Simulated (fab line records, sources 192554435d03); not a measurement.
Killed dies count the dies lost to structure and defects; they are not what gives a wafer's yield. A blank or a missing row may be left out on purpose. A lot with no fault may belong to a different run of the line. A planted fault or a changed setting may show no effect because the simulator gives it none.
2 desks looking at one fault -- flow n5 finfet -- every desk sees just its own numbers, and what lay behind them comes last

## DESK OF THE TOOL OWNER: litho track-03
The tool's own readings at N5_HKMG_FIN_COAT_85 (time 60 s, resist thk 300 nm): means of the sampled wafers that have a number, for each lot that ran on this tool. A lot is out of limits, marked OUT, if its mean lies more than 4 standard deviations from the usual mean; the brackets give that distance.
Columns: A = spin speed rpm at N5_HKMG_FIN_COAT_85, usual 1499.9 rpm
lot,first seen here,A
L984,day 4 20:17,1500.2
L987,day 5 18:34,1500.3
L995,day 7 15:06,1539.3 (+42) OUT
L996,day 8 00:30,1539.9 (+43) OUT
This desk finds L995, L996 out of limits, L995 being first, at day 7 15:06 (spin speed rpm at N5_HKMG_FIN_COAT_85). In limits: L984, L987.

## AT THE METROLOGY DESK
Means of the sampled wafers that have a number, per lot and without regard to the tool the lot ran on: this is what the gauges read. A lot is out of limits, marked OUT, if its mean lies more than 4 standard deviations from the usual mean; the brackets give that distance. Readings shown: 7 of its 12, picked as those furthest out on some lot.
Columns: A = NWFM_OVL at N5_HKMG_FIN_OVL_MEAS_13, usual -0.1 nm; B = DIBL_N at N5_BEOL_M4_RC_MEAS_101, usual 36.2 mV/V; C = IOFF_P at N5_BEOL_M4_RC_MEAS_101, usual 0.21 nA/um; D = ION_N at N5_BEOL_M4_RC_MEAS_101, usual 675 uA/um; E = ION_P at N5_BEOL_M4_RC_MEAS_101, usual 464 uA/um; F = VT_N at N5_BEOL_M4_RC_MEAS_101, usual 250.4 mV; G = VT_P at N5_BEOL_M4_RC_MEAS_101, usual -250 mV
lot,first seen here,A,B,C,D,E,F,G
L982,day 4 07:19,-0.3,37.5,0.25,681,471,250.1,-247
L984,day 4 18:57,-0.6,37.3,0.21,668,460,253.2,-252
L985,day 5 02:46,0.5,35.6,0.18,656,451,253.5,-254
L986,day 5 08:50,0.0,37.0,0.19,667,456,251.8,-250
L987,day 5 17:13,-0.3,38.5,0.22,684,462,251.3,-251
L995,day 7 13:40,0.6,38.0,0.29,690,476,245.0,-242
L996,day 7 23:10,-1.6,36.7,0.22,676,465,250.1,-250
L102,day 9 12:26,0.6,36.0,0.20,673,461,248.2,-252
L103,day 9 16:00,0.8,34.0,0.21,672,471,251.0,-249
L104,day 9 23:05,-0.5,36.9,0.25,677,467,250.6,-248
Finding of this desk: none of the 10 lots has anything out of limits.

## TAKEN TOGETHER
On L995, L996, at day 7 15:06, an alarm was possible from the tool owner's desk.
Nothing out of limits was seen by the metrology desk.
The metrology desk holds a record of L995, L996, inside its limits.
Every lot named ran N5_HKMG_FIN_COAT_85 on litho track-03.

## WHAT HAD BEEN PUT IN BY THE SIMULATOR
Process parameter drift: litho track-03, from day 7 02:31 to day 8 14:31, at N5_HKMG_FIN_COAT_85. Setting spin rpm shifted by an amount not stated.
Shown lots that were struck: L995, L996.
How many hours passed from the start of the fault until each desk's first out-of-limits reading: the tool owner's desk, 13.
